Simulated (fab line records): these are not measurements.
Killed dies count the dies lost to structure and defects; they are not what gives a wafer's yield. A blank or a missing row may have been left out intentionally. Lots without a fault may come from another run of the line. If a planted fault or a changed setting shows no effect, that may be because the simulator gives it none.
Chamber matching :: flow nand-harc :: 3 sister chambers for NHARC_A_STAIRCASE_DEP_151 on pecvd-03
The step deposits SiO2, target thk 7200 nm. 3 wafers are shown with their chamber, then 7 later ones without.

## WAFERS WITH THEIR CHAMBER
wafer: L080.1
chamber: 2
heater-power-w (W): 629

wafer: L087.1
chamber: 0
heater-power-w (W): 724

wafer: L087.5
chamber: 1
heater-power-w (W): 503

## WAFERS WHOSE CHAMBER IS MISSING
wafer: L087.6
heater-power-w (W): 596

wafer: L092.1
heater-power-w (W): 625

wafer: L092.3
heater-power-w (W): 702

wafer: L092.5
heater-power-w (W): 581

wafer: L094.1
heater-power-w (W): 662

wafer: L094.2
heater-power-w (W): 700

wafer: L094.3
heater-power-w (W): 556

## WHICH CHAMBER EACH ONE RAN IN
wafer: L087.6
from the rows above: can't be placed: 2 or 1
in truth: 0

wafer: L092.1
from the rows above: 2
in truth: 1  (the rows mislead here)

wafer: L092.3
from the rows above: can't be placed: 0 or 2
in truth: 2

wafer: L092.5
from the rows above: can't be placed: 2 or 1
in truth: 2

wafer: L094.1
from the rows above: can't be placed: 2 or 0
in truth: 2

wafer: L094.2
from the rows above: can't be placed: 0 or 2
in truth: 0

wafer: L094.3
from the rows above: can't be placed: 1 or 2
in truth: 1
0 of 7 placed correctly. Can't be placed from these rows: 6 (the true chamber is among the candidates in 5). Number placed wrongly: 1.
How it was worked out, from the rows above alone: a wafer's distance from a chamber is the root of the sum, over the readings, of the square of ((its reading less the chamber's mean) divided by the reading's scatter). The wafer belongs to the nearest chamber; if the next one is less than 2 further off, it can't be placed. The mean given for a chamber averages the wafers shown for that chamber. The scatter: with one shown wafer a chamber, the root of the mean of the squares of how far each hidden wafer lies from its nearest shown one.
